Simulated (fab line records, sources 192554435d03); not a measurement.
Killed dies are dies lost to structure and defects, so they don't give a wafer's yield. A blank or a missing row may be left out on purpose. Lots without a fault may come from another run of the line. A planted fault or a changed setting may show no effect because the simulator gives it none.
Chamber matching | flow n5_finfet | N5_FIN_SAQP_SPACER1_ALD_24 on ald_sin-02: 4 sister chambers
The step deposits SiO2, target thk 20.3 nm, pulse time 1 s, purge time 2 s. 4 wafers are shown with their chamber, then 9 later ones without.

WAFERS WITH THEIR CHAMBER
wafer  | chamber | heater_power_outer_w (W)
L080.4 | 3       | 260
L085.1 | 2       | 239
L085.2 | 1       | 261
L085.6 | 0       | 244

WAFERS WITHOUT THEIR CHAMBER
wafer  | heater_power_outer_w (W)
L093.1 | 246
L093.4 | 244
L093.5 | 263
L095.4 | 248
L095.5 | 262
L095.6 | 254
L097.3 | 274
L097.4 | 256
L097.5 | 240

WHICH CHAMBER EACH WENT THROUGH
wafer  | from the rows above               | in truth
L093.1 | can't be placed: 0 or 2           | 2
L093.4 | can't be placed: 0 or 2           | 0
L093.5 | can't be placed: 1 or 3           | 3
L095.4 | can't be placed: 0 or 2 or 3 or 1 | 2
L095.5 | can't be placed: 1 or 3           | 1
L095.6 | can't be placed: 3 or 1 or 0 or 2 | 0
L097.3 | can't be placed: 1 or 3           | 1
L097.4 | can't be placed: 3 or 1 or 0      | 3
L097.5 | can't be placed: 2 or 0           | 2
Placed correctly: 0 of 9. Can't be placed from these rows: 9 (the true chamber is among the candidates in 9). Placed wrongly: 0.
How it was worked out, from the rows above alone: a wafer's distance from a chamber is the root of the sum, over the readings, of the square of ((its reading less the chamber's mean) divided by the reading's scatter). The wafer belongs to the nearest chamber; if the next one is less than 2 further off, it can't be placed. A chamber's mean is the mean of its shown wafers. The scatter: with one shown wafer a chamber, the root of the mean of the squares of how far each hidden wafer lies from its nearest shown one.
